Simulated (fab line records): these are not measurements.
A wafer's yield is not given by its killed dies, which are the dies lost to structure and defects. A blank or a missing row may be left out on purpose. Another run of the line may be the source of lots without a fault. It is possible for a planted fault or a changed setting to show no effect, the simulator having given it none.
Problem report, 8D (eight disciplines) form, completed by code / flow n5Finfet / the parts of the form that need people (team, actions taken, sign-off) are left out

1. THE PROBLEM
Wafers without a fault read 1999.1 nm, standard deviation 1.7; cdNm at N5_ZERO_LAYER_CD_MEAS_11 reads a mean of 1988.2 nm on 6 wafers belonging to 2 lots. That puts it -6.4 standard deviations away from the usual mean.
The step: target cd 2000 nm.
First observed at day 6 12:58: wafer L432.2, on cdSem-02. The record has a number at this step for 27 wafers belonging to 9 lots. The rule behind "out" and "out of limits": a value lying over 4 standard deviations away from the usual mean. The rest of the wafers with a number are treated as sound.

2. WHAT IT IS, AND WHAT IT ISN'T
question=which readings at this step | is=cdNm | is not=-
question=which lots | is=L432, L433 | is not=L412, L414, L417, L421, L422, L424, L435
question=which wafers of those lots | is=all that have a number | is not=-
question=read on which gauges | is=cdSem-02 | is not=cdSem-01, cdSem-03
question=when | is=from day 6 12:58 | is not=up to then (18 sound wafers); but 3 sound wafers of L435 came after

3. THE SUSPECTS, EACH WITH WHAT RULES IT OUT
Counting: a tool at a process step up to the reading stays a suspect if it ran every lot that is out and no sound lot after the first of them.
- the gauge at N5_ZERO_LAYER_CD_MEAS_11: ruled out. All the wafers that are out were read on cdSem-02, but those of them that N5_ZERO_LAYER_EXPOSE_08 has rows for are out there too, on other tools.
- krfScanner-01 at N5_ZERO_LAYER_EXPOSE_08 (exposes mask ZERO, defocus 0 nm, target cd 2000 nm): kept. All lots that are out passed through it, beginning with L432 at day 6 12:47, and no sound lot followed; its final sound lot before that point was L421 at day 3 18:28. Its own readings are out on those wafers: exposureDoseMJCm2.
Remaining after the count: krfScanner-01 at N5_ZERO_LAYER_EXPOSE_08.

4. THE CAUSE (what the simulator had put in)
Process parameter drift: krfScanner-01, from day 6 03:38 on, at N5_ZERO_LAYER_EXPOSE_08. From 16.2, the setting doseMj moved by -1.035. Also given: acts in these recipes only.
Counting left only this tool.

5. THE CHAIN OF EFFECTS, in route order
Each row: a reading whose mean over the struck wafers that have a number lies more than 3 standard deviations from the usual. Only readings for which the record gives a usual standard deviation are gone through. hours: the time from each lot's start at the first step in this table that gives one to its start at this step, as a median over the lots. sigmas: the change in usual standard deviations.
hours=0; step=N5_ZERO_LAYER_EXPOSE_08; reading=exposureDoseMJCm2; usual=16.192; on struck wafers=15.247; change=-0.945; sigmas=-63
hours=0; step=N5_ZERO_LAYER_CD_MEAS_11; reading=cdNm; usual=1999.1 nm; on struck wafers=1988.2; change=-10.8; sigmas=-6.4
Its process steps:
- N5_ZERO_LAYER_EXPOSE_08: exposes mask ZERO, defocus 0 nm, target cd 2000 nm.
Later steps that measure or inspect, where all struck wafers having a row at the step show a number for every such reading and not one has moved that far: N5_WELL_APT_OVL_MEAS_26, N5_BEOL_M4_RC_MEAS_101.

6. HOW IT WOULD HAVE BEEN CAUGHT EARLIER
The first out-of-limits reading at a measuring or inspecting step in this record came at day 6 12:58, 9 hours after the fault's start at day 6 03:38.
At N5_ZERO_LAYER_EXPOSE_08, the tool's own readings (exposureDoseMJCm2) were out on each struck wafer the step has a row for, so an alarm limit on them would have fired on the first such wafer.
Of the lots that are out (2), L433 began N5_ZERO_LAYER_EXPOSE_08 on krfScanner-01 after day 6 12:58. A tool hold placed at that time would have kept it from harm.
